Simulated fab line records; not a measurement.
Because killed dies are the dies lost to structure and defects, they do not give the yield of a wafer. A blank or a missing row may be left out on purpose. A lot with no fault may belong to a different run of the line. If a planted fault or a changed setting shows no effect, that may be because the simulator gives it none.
fab line records	flow n5_finfet
record lots=24	wafers=72	last_day=18
route steps=1938 shown BEOL_M4@1063 BEOL_M5@1126
lots with no fault: from the same line, run without faults
start_h: start of the lot's first displayed wafer, in hours after the record's first day	wait_h: how many hours have passed since the lot's step before this one	" same as the row above	L1.1+2: a single row standing in for several wafers	- no value, or no start was given	* or withheld: withheld	< > ~ a bound
route shown NAME@n: NAME is a module with steps in the file, n the number in the route of the first one	usual: mean/standard deviation taken from wafers without a fault	same: alike in all rows	chamber/n: place in a boat	sites: each site's reading	_std_site: how widely they spread, as a standard deviation	_edge_site: mean of outer sites minus mean of inner sites	radius_mm: how far each site lies from the wafer's centre	mask NAME#n: copy n	behind: tool/chamber where the wafer was last shaped	hold: why the lot was held/for how many hours/how that ended	device: the n, p or np transistor that did not switch	end of line: tests of these same wafers at the route's end	for a step that has no rows: nothing shown but its recipe	killed: count of dies lost to structure and defects at first sort (not the wafer's yield)	map: a wafer's dies, x killed, . not, _ none there
set.NAME: the setting the step ran with; set.NAME@STEP: the setting that earlier step ran with	model.NAME: the simulator's own value behind a step, which no gauge read
the route's steps for a sample of lots (tables are steps, rows are wafers)
services: when a tool's chamber went out of use (start_h, in hours from the record's first day, below 0 if earlier), for how many hours, and the reason
## steps
# step N5_BEOL_M4_ETCHBACK_99
# recipe chemistry=CHF3	target=SiO2	target_depth_a=50	time_s=10.4	source_w=215	bias_w=47	Ar_flow_sccm=200	CHF3_flow_sccm=12	ion_energy_ev=100	pressure_mtorr=30
# usual chamber_pressure_mTorr=30.001/0.029	drypump_motor_current_A=5.6/0.43	oes_f_703_au=0.80/0.075	oes_product_au=0.79/0.075	rf_vpp_V=239.8/1.9	showerhead_plenum_p_Torr=2.15/0.076	throttle_valve_pct=17.07/0.27
lot.wafer	tool	chamber	start_h	wait_h	chamber_pressure_mTorr	drypump_motor_current_A	oes_f_703_au	oes_product_au	rf_hours_counter_h	rf_vpp_V	showerhead_plenum_p_Torr	throttle_valve_pct
L074.1	rie_diel-01	3	155.66	0.4	29.979	5.4	0.82	0.81	89	239.3	2.09	16.70
L074.4	"	2	"	"	29.986	5.2	0.80	0.79	108	237.6	2.07	16.82
L074.5	"	1	"	"	30.013	5.6	0.70	0.70	-	239.3	2.14	17.22
L075.2	rie_diel-06	1	160.76	0.1	29.998	6.2	0.88	0.88	35	237.7	2.29	17.13
L075.4	"	3	"	"	29.957	5.7	0.70	0.70	230	243.5	2.22	17.50
L075.6	"	0	"	"	29.982	4.8	0.88	0.86	-	240.6	2.27	17.17
L076.1	rie_diel-06	1	171.43	1.9	29.941	6.3	0.88	0.88	39	237.7	2.29	17.14
L076.2	"	2	"	"	30.027	5.8	0.72	0.71	211	237.7	2.13	17.29
L076.4	"	0	"	"	29.984	4.8	0.87	0.85	59	241.3	2.27	17.18
L077.1	rie_diel-06	2	173.79	0.7	29.995	5.8	0.72	0.71	212	237.4	2.13	17.29
L077.2	"	1	"	"	30.013	6.2	0.87	0.87	40	238.5	2.29	17.13
L077.5	"	0	"	"	29.968	4.8	0.87	0.85	-	240.4	2.27	17.16
L078.2	rie_diel-01	0	184.53	0.1	30.013	6.1	0.71	0.69	227	237.8	2.13	17.52
L078.4	"	3	"	"	29.967	5.4	0.81	0.79	98	240.5	2.08	16.72
L078.6	"	1	"	"	30.009	5.6	0.69	0.69	-	240.2	2.13	17.25
L079.3	rie_diel-01	3	185.53	0.1	30.028	5.3	0.80	0.80	99	239.9	2.08	16.71
L079.4	"	0	"	"	30.034	6.2	0.71	0.70	227	238.0	2.13	17.54
L079.6	"	3	"	"	30.025	5.3	0.80	0.79	-	241.9	2.08	16.72
L080.3	rie_diel-05	3	192.35	0.1	29.979	5.0	0.87	0.88	31	243.7	2.29	16.93
L080.5	"	2	"	"	30.013	5.7	0.87	0.85	-	241.0	2.09	17.25
L080.6	"	1	"	"	29.991	6.1	0.92	0.90	-	239.7	2.19	16.72
L081.2	rie_diel-01	1	203.36	1.9	30.003	5.6	0.68	0.68	234	238.5	2.13	17.26
L081.3	"	0	"	"	30.012	6.2	0.70	0.68	234	237.5	2.13	17.52
L081.4	"	3	"	"	30.058	5.4	0.80	0.80	105	240.7	2.08	16.72
L082.2	rie_diel-01	0	209.07	0.1	30.021	6.2	0.70	0.69	236	238.1	2.13	17.52
L082.4	"	1	"	"	29.943	5.7	0.69	0.68	235	239.6	2.13	17.27
L082.6	"	1	"	"	30.056	5.6	0.68	0.69	-	240.5	2.13	17.27
L083.1	rie_diel-05	0	210.79	0.1	29.967	5.5	0.84	0.85	48	240.5	2.10	16.81
L083.2	"	2	"	"	30.038	5.7	0.86	0.85	80	238.2	2.09	17.26
L083.3	"	3	"	"	29.959	4.9	0.86	0.87	38	243.7	2.29	16.94
L084.2	rie_diel-01	1	221.77	0.1	29.992	5.6	0.69	0.68	240	239.2	2.13	17.28
L084.4	"	2	"	"	29.995	5.3	0.77	0.77	130	236.9	2.06	16.85
L084.5	"	2	"	"	29.998	5.3	0.77	0.77	-	239.4	2.06	16.85
L085.1	rie_diel-01	1	230.71	3.6	29.913	5.7	0.69	0.68	242	240.8	2.13	17.28
L085.3	"	0	"	"	29.966	6.2	0.70	0.68	243	237.9	2.13	17.56
L085.5	"	0	"	"	29.962	6.2	0.70	0.69	-	238.5	2.13	17.55
L086.2	rie_diel-05	2	234.67	2.6	29.987	5.6	0.85	0.85	88	238.0	2.08	17.28
L086.3	"	1	"	"	30.053	6.1	0.90	0.87	36	240.1	2.18	16.71
L086.6	"	1	"	"	30.030	6.1	0.90	0.88	-	240.8	2.18	16.72
L087.1	rie_diel-06	2	236.12	0.3	30.036	5.8	0.71	0.70	232	238.0	2.12	17.34
L087.3	"	1	"	"	29.998	6.3	0.84	0.84	61	238.1	2.28	17.17
L087.6	"	1	"	"	30.037	6.3	0.85	0.85	-	237.7	2.28	17.18
L089.1	rie_diel-05	0	250.36	7.5	29.951	5.5	0.82	0.83	61	238.8	2.10	16.83
L089.5	"	1	"	"	30.012	6.1	0.89	0.86	-	239.9	2.18	16.74
L089.6	"	0	"	"	30.063	5.5	0.83	0.83	-	240.5	2.10	16.85
L088.1	rie_diel-01	2	254.48	4.9	30.020	5.3	0.76	0.76	143	236.8	2.06	16.86
L088.4	"	1	"	"	30.041	5.7	0.67	0.68	-	240.3	2.12	17.29
L088.6	"	3	"	"	30.035	5.4	0.78	0.78	-	241.8	2.07	16.76
L090.1	rie_diel-05	0	255.67	5.8	30.006	5.5	0.83	0.83	64	238.1	2.10	16.82
L090.3	"	1	"	"	30.045	6.1	0.88	0.87	44	239.5	2.18	16.74
L090.4	"	2	"	"	29.998	5.7	0.84	0.83	95	239.0	2.08	17.30
L093.1	rie_diel-01	2	270.88	2.6	29.992	5.3	0.75	0.74	150	238.3	2.05	16.88
L093.3	"	3	"	"	30.022	5.4	0.77	0.77	132	240.2	2.07	16.77
L093.4	"	2	"	"	29.973	5.3	0.75	0.74	-	238.5	2.05	16.87
L091.2	rie_diel-05	2	274.27	3.8	30.036	5.6	0.84	0.82	103	238.6	2.08	17.29
L091.5	"	0	"	"	29.975	5.5	0.82	0.82	-	238.9	2.09	16.87
L091.6	"	3	"	"	30.007	5.0	0.83	0.84	-	245.3	2.28	16.98
L092.1	rie_diel-01	0	274.70	1.6	30.021	6.2	0.96	0.97	5	238.1	2.13	17.12
L092.2	"	2	"	"	29.914	5.3	0.75	0.74	152	237.8	2.05	16.89
L092.4	"	2	"	"	30.006	5.3	0.75	0.75	-	240.4	2.05	16.88
L094.1	rie_diel-06	1	274.94	1.8	29.969	6.3	0.82	0.82	77	238.2	2.28	17.18
L094.5	"	0	"	"	30.025	4.8	0.83	0.82	-	240.9	2.26	17.23
L094.6	"	3	"	"	30.022	5.7	0.92	0.92	-	242.7	2.20	17.12
L095.3	rie_diel-05	0	281.74	0.1	29.979	5.5	0.81	0.82	73	240.7	2.09	16.86
L095.4	"	2	"	"	30.012	5.6	0.84	0.82	106	239.6	2.08	17.30
L095.6	"	2	"	"	29.961	5.6	0.83	0.82	-	238.9	2.08	17.30
L096.1	rie_diel-05	3	302.74	10.1	29.999	5.0	0.81	0.81	70	243.3	2.27	16.99
L096.4	"	1	"	"	30.018	6.1	0.87	0.84	61	239.2	2.17	16.79
L096.5	"	2	"	"	30.015	5.6	0.83	0.81	-	236.9	2.07	17.33
L097.1	rie_diel-06	0	314.26	0.3	30.016	4.8	0.80	0.80	109	241.3	2.25	17.25
L097.3	"	3	"	"	29.979	5.7	0.88	0.88	32	242.2	2.20	17.14
L097.5	"	0	"	"	29.988	4.8	0.81	0.79	-	239.6	2.25	17.27
# step N5_BEOL_M4_SPUTTER_90
# recipe material=Cu	target_thk_a=45	temp_c=-20	chamber_pressure_pa=0.07	power_w=withheld	time_s=8.29
# usual susceptor_temp_C=-19.99/0.11	throttle_valve_pct=29.8/0.74
lot.wafer	tool	chamber	start_h	wait_h	susceptor_temp_C	throttle_valve_pct
L074.1	pvd_sputter-02	-	158.29	0.1	-19.82	29.4
L074.4	"	-	"	"	-19.83	29.2
L074.5	"	-	"	"	-19.99	29.0
L075.2	pvd_sputter-03	-	163.15	0.1	-19.97	29.8
L075.4	"	-	"	"	-19.97	29.3
L075.6	"	-	"	"	-19.82	30.5
L076.1	pvd_sputter-03	-	173.91	0.1	-19.97	29.6
L076.2	"	-	"	"	-19.83	29.6
L076.4	"	-	"	"	-19.93	28.9
L077.1	pvd_sputter-03	-	176.39	0.1	-19.88	30.3
L077.2	"	-	"	"	-20.13	29.4
L077.5	"	-	"	"	-19.97	29.6
L078.2	pvd_sputter-03	-	186.83	0.1	-20.12	29.3
L078.4	"	-	"	"	-20.09	30.4
L078.6	"	-	"	"	-19.85	30.5
L079.3	pvd_sputter-03	-	189.93	0.1	-20.03	29.4
L079.4	"	-	"	"	-20.04	29.0
L079.6	"	-	"	"	-20.00	29.3
L080.3	pvd_sputter-03	-	195.14	0.1	-20.02	29.6
L080.5	"	-	"	"	-20.03	29.0
L080.6	"	-	"	"	-19.95	29.6
L081.2	pvd_sputter-01	-	205.98	0.1	-20.01	30.3
L081.3	"	-	"	"	-19.94	29.6
L081.4	"	-	"	"	-19.98	30.9
L082.2	pvd_sputter-02	-	212.22	0.1	-19.95	28.6
L082.4	"	-	"	"	-19.99	29.5
L082.6	"	-	"	"	-19.97	28.6
L083.1	pvd_sputter-03	-	213.29	0.1	-19.86	29.5
L083.2	"	-	"	"	-19.92	29.1
L083.3	"	-	"	"	-19.96	29.6
L084.2	pvd_sputter-01	-	224.11	0.1	-20.12	29.7
L084.4	"	-	"	"	-19.93	30.7
L084.5	"	-	"	"	-20.00	30.1
L085.1	pvd_sputter-02	-	233.70	0.1	-19.99	28.7
L085.3	"	-	"	"	-20.35	30.1
L085.5	"	-	"	"	-20.09	28.6
L086.2	pvd_sputter-02	-	238.23	0.1	-20.09	30.0
L086.3	"	-	"	"	-20.09	31.1
L086.6	"	-	"	"	-20.07	29.2
L087.1	pvd_sputter-01	-	239.37	0.1	-19.93	29.8
L087.3	"	-	"	"	-19.99	29.7
L087.6	"	-	"	"	-20.07	29.8
L089.1	pvd_sputter-02	-	254.10	0.1	-19.99	31.5
L089.5	"	-	"	"	-20.12	29.2
L089.6	"	-	"	"	-20.15	28.7
L088.1	pvd_sputter-01	-	257.24	0.1	-19.73	30.9
L088.4	"	-	"	"	-20.09	29.6
L088.6	"	-	"	"	-20.04	29.8
L090.1	pvd_sputter-03	-	258.55	0.1	-20.02	29.4
L090.3	"	-	"	"	-19.97	30.5
L090.4	"	-	"	"	-20.09	29.0
L093.1	pvd_sputter-01	-	273.63	0.1	-20.02	31.0
L093.3	"	-	"	"	-20.03	29.8
L093.4	"	-	"	"	-19.99	29.4
L091.2	pvd_sputter-02	-	277.06	0.1	-20.12	28.6
L091.5	"	-	"	"	-20.05	30.0
L091.6	"	-	"	"	-19.97	29.2
L092.1	pvd_sputter-03	-	278.86	0.1	-19.75	29.6
L092.2	"	-	"	"	-19.98	30.4
L092.4	"	-	"	"	-19.98	29.5
L094.1	pvd_sputter-02	-	279.13	0.1	-19.86	28.7
L094.5	"	-	"	"	-20.02	30.1
L094.6	"	-	"	"	-20.09	29.2
L095.3	pvd_sputter-03	-	284.11	0.1	-19.97	29.4
L095.4	"	-	"	"	-19.98	29.1
L095.6	"	-	"	"	-19.97	30.5
L096.1	pvd_sputter-02	-	306.38	0.1	-20.03	30.2
L096.4	"	-	"	"	-20.15	29.1
L096.5	"	-	"	"	-20.11	28.4
L097.1	pvd_sputter-03	-	316.72	0.1	-19.94	30.2
L097.3	"	-	"	"	-20.02	29.8
L097.5	"	-	"	"	-19.89	29.8
# step N5_BEOL_M4_ANNEAL_95
# recipe temp_c=400	time_s=240	ambient=vacuum
# usual heater_power_w=849/80	susceptor_temp_C=399.98/0.22
lot.wafer	tool	chamber	start_h	wait_h	heater_power_w	susceptor_temp_C
L074.1	pvd_sputter-02	-	158.81	0.0	816	400.16
L074.4	"	-	"	"	833	400.25
L074.5	"	-	"	"	866	400.09
L075.2	pvd_sputter-03	-	163.67	0.0	840	400.17
L075.4	"	-	"	"	855	400.19
L075.6	"	-	"	"	743	400.16
L076.1	pvd_sputter-03	-	174.43	0.0	862	399.99
L076.2	"	-	"	"	738	399.96
L076.4	"	-	"	"	867	400.22
L077.1	pvd_sputter-03	-	176.91	0.0	756	399.71
L077.2	"	-	"	"	760	400.24
L077.5	"	-	"	"	860	400.29
L078.2	pvd_sputter-03	-	187.35	0.0	729	399.70
L078.4	"	-	"	"	763	399.91
L078.6	"	-	"	"	770	399.85
L079.3	pvd_sputter-03	-	190.45	0.0	748	399.62
L079.4	"	-	"	"	861	400.21
L079.6	"	-	"	"	862	400.13
L080.3	pvd_sputter-03	-	195.66	0.0	863	399.57
L080.5	"	-	"	"	842	400.03
L080.6	"	-	"	"	750	400.07
L081.2	pvd_sputter-01	-	206.50	0.0	851	400.23
L081.3	"	-	"	"	913	400.05
L081.4	"	-	"	"	895	400.10
L082.2	pvd_sputter-02	-	212.74	0.0	857	399.74
L082.4	"	-	"	"	834	399.90
L082.6	"	-	"	"	864	399.90
L083.1	pvd_sputter-03	-	213.81	0.0	751	400.36
L083.2	"	-	"	"	858	400.03
L083.3	"	-	"	"	854	400.06
L084.2	pvd_sputter-01	-	224.63	0.0	905	400.16
L084.4	"	-	"	"	892	400.10
L084.5	"	-	"	"	847	399.79
L085.1	pvd_sputter-02	-	234.22	0.0	832	400.10
L085.3	"	-	"	"	913	399.87
L085.5	"	-	"	"	834	400.05
L086.2	pvd_sputter-02	-	238.75	0.0	903	399.97
L086.3	"	-	"	"	1030	399.78
L086.6	"	-	"	"	817	399.62
L087.1	pvd_sputter-01	-	239.89	0.0	810	399.73
L087.3	"	-	"	"	895	400.08
L087.6	"	-	"	"	915	399.97
L089.1	pvd_sputter-02	-	254.62	0.0	1034	399.71
L089.5	"	-	"	"	800	399.68
L089.6	"	-	"	"	851	400.10
L088.1	pvd_sputter-01	-	257.76	0.0	878	399.93
L088.4	"	-	"	"	919	399.96
L088.6	"	-	"	"	896	400.01
L090.1	pvd_sputter-03	-	259.07	0.0	745	399.84
L090.3	"	-	"	"	749	400.34
L090.4	"	-	"	"	883	399.85
L093.1	pvd_sputter-01	-	274.15	0.0	887	400.22
L093.3	"	-	"	"	920	399.61
L093.4	"	-	"	"	814	400.06
L091.2	pvd_sputter-02	-	277.64	0.0	848	399.97
L091.5	"	-	"	"	896	400.25
L091.6	"	-	"	"	809	399.79
L092.1	pvd_sputter-03	-	279.38	0.0	744	399.63
L092.2	"	-	"	"	750	399.86
L092.4	"	-	"	"	865	400.15
L094.1	pvd_sputter-02	-	279.71	0.0	857	400.03
L094.5	"	-	"	"	930	400.01
L094.6	"	-	"	"	829	399.90
L095.3	pvd_sputter-03	-	284.63	0.0	753	399.36
L095.4	"	-	"	"	875	400.26
L095.6	"	-	"	"	755	400.25
L096.1	pvd_sputter-02	-	306.90	0.0	925	399.99
L096.4	"	-	"	"	818	399.99
L096.5	"	-	"	"	838	399.94
L097.1	pvd_sputter-03	-	317.24	0.0	748	400.07
L097.3	"	-	"	"	862	399.93
L097.5	"	-	"	"	876	400.05
# step N5_BEOL_M4_ANNEAL_51
# recipe temp_c=225	time_s=90	ambient=N2
# usual anneal_temp_c_max=226.27/0.28	wafer_temp_C_max=225.65/0.23
lot.wafer	tool	chamber	start_h	wait_h	anneal_temp_c_max	wafer_temp_C_max
L074.1	rtp_anneal-02	0	161.83	2.8	226.57	226.00
L074.4	"	0	"	"	226.34	225.96
L074.5	"	0	"	"	226.56	225.83
L075.2	rtp_anneal-02	0	166.89	2.9	226.26	226.18
L075.4	"	0	"	"	226.34	225.76
L075.6	"	0	"	"	226.18	225.56
L076.1	rtp_anneal-02	0	178.21	3.5	226.27	225.97
L076.2	"	0	"	"	226.53	225.72
L076.4	"	0	"	"	226.51	225.95
L077.1	rtp_anneal-02	0	180.28	3.1	226.19	225.98
L077.2	"	0	"	"	226.17	225.56
L077.5	"	0	"	"	225.67	225.50
L078.2	rtp_anneal-02	0	190.23	2.6	226.07	226.02
L078.4	"	0	"	"	226.25	225.45
L078.6	"	0	"	"	226.15	225.44
L079.3	rtp_anneal-02	0	193.27	2.5	226.04	225.22
L079.4	"	0	"	"	225.94	225.39
L079.6	"	0	"	"	225.93	225.47
L080.3	rtp_anneal-02	0	199.45	3.5	225.78	225.56
L080.5	"	0	"	"	226.54	225.61
L080.6	"	0	"	"	226.56	225.32
L081.2	rtp_anneal-02	0	208.59	1.8	226.53	225.98
L081.3	"	0	"	"	226.02	225.75
L081.4	"	0	"	"	226.73	226.09
L082.2	rtp_anneal-02	0	217.05	4.0	226.42	226.09
L082.4	"	0	"	"	226.30	225.80
L082.6	"	0	"	"	226.32	225.73
L083.1	rtp_anneal-02	0	217.99	3.9	226.49	225.53
L083.2	"	0	"	"	226.53	225.65
L083.3	"	0	"	"	226.05	225.48
L084.2	rtp_anneal-02	0	226.29	1.4	226.53	225.82
L084.4	"	0	"	"	226.96	225.93
L084.5	"	0	"	"	226.45	225.73
L085.1	rtp_anneal-01	0	236.03	1.5	226.44	225.53
L085.3	"	0	"	"	226.33	225.60
L085.5	"	0	"	"	226.44	225.45
L086.2	rtp_anneal-01	0	239.13	0.1	226.10	225.68
L086.3	"	0	"	"	226.76	225.70
L086.6	"	0	"	"	226.57	225.73
L087.1	rtp_anneal-01	0	240.23	0.1	226.60	225.38
L087.3	"	0	"	"	226.12	225.59
L087.6	"	0	"	"	226.40	225.60
L089.1	rtp_anneal-02	0	255.12	0.2	226.90	225.92
L089.5	"	0	"	"	226.25	225.72
L089.6	"	0	"	"	226.45	225.90
L088.1	rtp_anneal-02	0	259.65	1.6	225.97	225.92
L088.4	"	0	"	"	226.39	225.88
L088.6	"	0	"	"	225.52	225.59
L090.1	rtp_anneal-01	0	260.91	1.6	226.40	225.52
L090.3	"	0	"	"	226.01	225.43
L090.4	"	0	"	"	226.43	225.40
L093.1	rtp_anneal-01	0	274.49	0.1	226.35	225.79
L093.3	"	0	"	"	226.70	225.64
L093.4	"	0	"	"	226.00	225.52
L091.2	rtp_anneal-02	0	278.05	0.1	226.11	225.86
L091.5	"	0	"	"	225.74	226.00
L091.6	"	0	"	"	226.25	225.70
L092.1	rtp_anneal-01	0	279.73	0.1	226.37	225.61
L092.2	"	0	"	"	226.08	226.04
L092.4	"	0	"	"	225.81	225.66
L094.1	rtp_anneal-01	0	280.08	0.1	226.44	225.68
L094.5	"	0	"	"	226.83	225.53
L094.6	"	0	"	"	226.80	225.30
L095.3	rtp_anneal-02	0	285.05	0.1	226.33	225.86
L095.4	"	0	"	"	226.32	225.77
L095.6	"	0	"	"	226.18	226.25
L096.1	rtp_anneal-01	0	307.23	0.1	225.97	225.35
L096.4	"	0	"	"	225.93	225.41
L096.5	"	0	"	"	225.75	225.35
L097.1	rtp_anneal-01	0	317.58	0.1	226.45	225.49
L097.3	"	0	"	"	226.41	225.27
L097.5	"	0	"	"	226.16	225.35
# step N5_BEOL_M4_DEP_57
# recipe material=SiCN	target_thk_a=80	temp_c=withheld	precursor=3MS/NH3	pressure_torr=3	rf_w=202	time_s=14
# usual showerhead_plenum_p_Torr=3.662/0.015	showerhead_vpp_V=868/43	throttle_valve_pct=8.8/0.59
lot.wafer	tool	chamber	start_h	wait_h	showerhead_plenum_p_Torr	showerhead_vpp_V	throttle_valve_pct
L074.1	pecvd-01	0	162.62	0.0	3.676	848	9.9
L074.4	"	0	"	"	3.669	837	9.9
L074.5	"	1	"	"	3.660	855	8.6
L075.2	pecvd-01	1	167.70	0.0	3.652	862	8.8
L075.4	"	2	"	"	3.671	958	8.7
L075.6	"	1	"	"	3.657	873	8.6
L076.1	pecvd-02	1	179.00	0.0	3.634	852	8.3
L076.2	"	2	"	"	3.667	823	8.5
L076.4	"	0	"	"	3.655	844	8.5
L077.1	pecvd-02	2	181.07	0.0	3.680	824	8.2
L077.2	"	0	"	"	3.654	843	8.5
L077.5	"	0	"	"	3.644	827	8.5
L078.2	pecvd-02	2	190.97	0.0	3.656	830	8.4
L078.4	"	1	"	"	3.644	871	8.2
L078.6	"	2	"	"	3.669	823	8.4
L079.3	pecvd-04	2	194.03	0.0	3.701	801	9.0
L079.4	"	0	"	"	3.662	887	8.8
L079.6	"	1	"	"	3.645	897	9.2
L080.3	pecvd-01	1	200.15	0.0	3.654	873	8.5
L080.5	"	2	"	"	3.673	945	8.5
L080.6	"	0	"	"	3.667	834	10.2
L081.2	pecvd-01	0	209.55	0.0	3.670	834	9.8
L081.3	"	2	"	"	3.669	934	8.6
L081.4	"	0	"	"	3.681	846	9.8
L082.2	pecvd-01	2	217.79	0.0	3.673	964	8.5
L082.4	"	0	"	"	3.665	832	10.0
L082.6	"	2	"	"	3.666	975	8.8
L083.1	pecvd-01	1	218.78	0.0	3.655	843	8.7
L083.2	"	2	"	"	3.670	936	8.7
L083.3	"	0	"	"	3.681	849	10.0
L084.2	pecvd-04	1	227.04	0.0	3.638	877	9.3
L084.4	"	0	"	"	3.647	887	8.6
L084.5	"	1	"	"	3.641	868	9.1
L085.1	pecvd-02	0	236.81	0.0	3.657	837	8.6
L085.3	"	1	"	"	3.649	859	8.7
L085.5	"	2	"	"	3.671	824	8.2
L086.2	pecvd-04	1	239.87	0.0	3.637	871	9.1
L086.3	"	0	"	"	3.667	880	8.9
L086.6	"	0	"	"	3.658	879	8.8
L087.1	pecvd-04	2	241.01	0.0	3.683	813	7.8
L087.3	"	1	"	"	3.635	876	8.9
L087.6	"	0	"	"	3.650	890	8.6
L089.1	pecvd-01	0	255.97	0.0	3.676	838	10.1
L089.5	"	1	"	"	3.665	859	8.7
L089.6	"	2	"	"	3.675	933	8.7
L088.1	pecvd-01	2	260.47	0.0	3.681	954	8.9
L088.4	"	1	"	"	3.649	866	8.7
L088.6	"	0	"	"	3.670	834	10.0
L090.1	pecvd-01	2	261.70	0.0	3.682	940	9.0
L090.3	"	0	"	"	3.672	843	9.9
L090.4	"	2	"	"	3.667	948	8.9
L093.1	pecvd-02	0	275.30	0.0	3.656	843	8.6
L093.3	"	1	"	"	3.645	862	8.1
L093.4	"	0	"	"	3.657	846	8.6
L091.2	pecvd-02	0	278.82	0.0	3.657	847	8.6
L091.5	"	0	"	"	3.656	843	8.9
L091.6	"	1	"	"	3.646	878	8.1
L092.1	pecvd-04	2	280.53	0.0	3.684	827	7.7
L092.2	"	1	"	"	3.639	882	9.1
L092.4	"	1	"	"	3.635	899	9.2
L094.1	pecvd-01	0	280.86	0.0	3.677	845	9.7
L094.5	"	1	"	"	3.656	850	8.8
L094.6	"	2	"	"	3.675	944	8.9
L095.3	pecvd-01	2	285.78	0.0	3.667	965	8.8
L095.4	"	0	"	"	3.666	839	10.3
L095.6	"	0	"	"	3.672	858	9.7
L096.1	pecvd-04	2	308.03	0.0	3.681	818	8.0
L096.4	"	2	"	"	3.691	804	7.8
L096.5	"	2	"	"	3.690	812	7.9
L097.1	pecvd-04	1	318.36	0.0	3.640	897	9.0
L097.3	"	0	"	"	3.658	867	8.7
L097.5	"	0	"	"	3.651	894	9.0
# step N5_BEOL_M5_CD_MEAS_11
# recipe target_cd_nm=27.74	landing_energy_ev=500	detector=se_inlens
# usual cd_nm=27.94/0.24
# same landing_energy_ev=500
lot.wafer	tool	chamber	start_h	wait_h	cd_nm
L074.1	cd_sem-03	0	164.91	-	28.04
L074.4	"	0	"	"	27.69
L074.5	"	0	"	"	28.20
L075.2	cd_sem-01	0	171.20	-	28.03
L075.4	"	0	"	"	27.86
L075.6	"	0	"	"	28.21
L076.1	cd_sem-02	0	181.63	-	28.28
L076.2	"	0	"	"	27.91
L076.4	"	0	"	"	27.78
L077.1	cd_sem-01	0	183.39	-	27.90
L077.2	"	0	"	"	28.25
L077.5	"	0	"	"	27.62
L078.2	cd_sem-03	0	193.25	-	28.13
L078.4	"	0	"	"	27.92
L078.6	"	0	"	"	28.38
L079.3	cd_sem-03	0	196.33	-	28.14
L079.4	"	0	"	"	28.52
L079.6	"	0	"	"	28.06
L080.3	cd_sem-02	0	202.82	-	28.27
L080.5	"	0	"	"	28.17
L080.6	"	0	"	"	27.92
L081.2	cd_sem-03	0	212.02	-	27.93
L081.3	"	0	"	"	27.99
L081.4	"	0	"	"	28.33
L082.2	cd_sem-01	0	220.48	-	27.81
L082.4	"	0	"	"	27.56
L082.6	"	0	"	"	27.68
L083.1	cd_sem-01	0	221.42	-	27.65
L083.2	"	0	"	"	27.85
L083.3	"	0	"	"	27.44
L084.2	cd_sem-03	0	230.79	-	28.06
L084.4	"	0	"	"	28.25
L084.5	"	0	"	"	28.06
L085.1	cd_sem-03	0	240.12	-	27.81
L085.3	"	0	"	"	27.88
L085.5	"	0	"	"	28.08
L086.2	cd_sem-01	0	242.15	-	27.75
L086.3	"	0	"	"	27.89
L086.6	"	0	"	"	27.68
L087.1	cd_sem-03	0	243.98	-	28.17
L087.3	"	0	"	"	27.90
L087.6	"	0	"	"	27.79
L089.1	cd_sem-02	0	258.78	-	28.12
L089.5	"	0	"	"	27.59
L089.6	"	0	"	"	27.86
L088.1	cd_sem-02	0	263.11	-	28.13
L088.4	"	0	"	"	27.80
L088.6	"	0	"	"	28.06
L090.1	cd_sem-01	0	263.87	-	27.82
L090.3	"	0	"	"	27.44
L090.4	"	0	"	"	28.52
L093.1	cd_sem-03	0	279.15	-	27.95
L093.3	"	0	"	"	28.17
L093.4	"	0	"	"	27.88
L091.2	cd_sem-03	0	281.04	-	27.74
L091.5	"	0	"	"	27.82
L091.6	"	0	"	"	27.50
L092.1	cd_sem-03	0	282.71	-	27.79
L092.2	"	0	"	"	27.96
L092.4	"	0	"	"	28.09
L094.1	cd_sem-01	0	283.91	-	27.82
L094.5	"	0	"	"	28.07
L094.6	"	0	"	"	27.84
L095.3	cd_sem-03	0	290.19	-	27.75
L095.4	"	0	"	"	27.75
L095.6	"	0	"	"	27.26
L096.1	cd_sem-03	0	311.82	-	27.62
L096.4	"	0	"	"	27.87
L096.5	"	0	"	"	27.72
L097.1	cd_sem-01	0	322.85	-	28.11
L097.3	"	0	"	"	28.09
L097.5	"	0	"	"	28.19
## services
tool	chamber	start_h	hours	kind
rtp_anneal-01	-	133.46	101.8	pm
pecvd-01	1	148.27	5.6	repair
rie_diel-06	0	149.96	9.6	repair
pecvd-04	-	177.19	2.8	pm
rie_diel-06	-	186.01	2.8	pm
rie_diel-06	2	193.07	5.0	repair
pecvd-04	-	194.54	2.1	repair
pecvd-01	1	228.15	2.1	scheduled_down
rie_diel-01	0	246.77	-	clean
rie_diel-01	0	246.77	-	consumable_replace:focus_ring
rie_diel-01	0	246.77	17.1	scheduled_down
rie_diel-01	0	246.77	17.1	vent_cycle
rie_diel-06	0	248.46	12.2	repair
rie_diel-06	2	253.30	11.7	repair
pecvd-04	0	258.64	22.5	repair
rtp_anneal-02	-	260.73	4.3	pm
rie_diel-01	1	263.83	-	clean
rie_diel-01	1	263.83	-	consumable_replace:focus_ring
pecvd-02	2	274.35	22.4	repair
pecvd-01	1	284.50	5.5	scheduled_down
pvd_sputter-03	-	285.89	3.8	repair
rtp_anneal-02	-	293.34	3.0	pm
pecvd-04	0	298.85	17.7	repair
pecvd-02	0	303.38	4.9	repair
## key
fault none
